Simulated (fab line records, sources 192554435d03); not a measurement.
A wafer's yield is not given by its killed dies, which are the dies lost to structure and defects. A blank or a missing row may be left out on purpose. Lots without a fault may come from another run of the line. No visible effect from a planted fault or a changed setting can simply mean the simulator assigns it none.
Matching of chambers / flow n5_finfet / N5_BEOL_M11_ETCH_61 on rie_diel-04: 4 sister chambers
The step etches SiARC in CF4, target depth 39 nm, time 65 s. 4 wafers are shown with their chamber, then 6 later ones without.

== WAFERS, EACH WITH ITS CHAMBER ==
wafer=L151.3; chamber=3; showerhead_plenum_p_Torr (Torr)=2.12
wafer=L157.2; chamber=0; showerhead_plenum_p_Torr (Torr)=2.23
wafer=L156.2; chamber=2; showerhead_plenum_p_Torr (Torr)=2.18
wafer=L156.3; chamber=1; showerhead_plenum_p_Torr (Torr)=2.12

== WAFERS WITH NO CHAMBER GIVEN ==
wafer=L156.4; showerhead_plenum_p_Torr (Torr)=2.12
wafer=L166.1; showerhead_plenum_p_Torr (Torr)=2.22
wafer=L166.2; showerhead_plenum_p_Torr (Torr)=2.18
wafer=L166.6; showerhead_plenum_p_Torr (Torr)=2.22
wafer=L167.1; showerhead_plenum_p_Torr (Torr)=2.11
wafer=L167.6; showerhead_plenum_p_Torr (Torr)=2.18

== THE CHAMBER EACH PASSED THROUGH ==
wafer=L156.4; from the rows above=can't be placed: 1 or 3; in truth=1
wafer=L166.1; from the rows above=0; in truth=0
wafer=L166.2; from the rows above=2; in truth=2
wafer=L166.6; from the rows above=0; in truth=0
wafer=L167.1; from the rows above=can't be placed: 1 or 3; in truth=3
wafer=L167.6; from the rows above=2; in truth=2
Correct placement for 4 of the 6. Unplaceable from these rows: 2, with the true chamber sitting among the candidates in 2. 0 placed wrongly.
How it was worked out, from the rows above alone: a wafer's distance from a chamber is the root of the sum, over the readings, of the square of ((its reading less the chamber's mean) divided by the reading's scatter). If the next closest chamber is less than 2 further off than the closest, the wafer can't be placed; otherwise it belongs to the closest. The mean given for a chamber averages the wafers shown for that chamber. The scatter: root of mean squared gap, hidden wafer to nearest shown wafer, with one shown wafer a chamber.
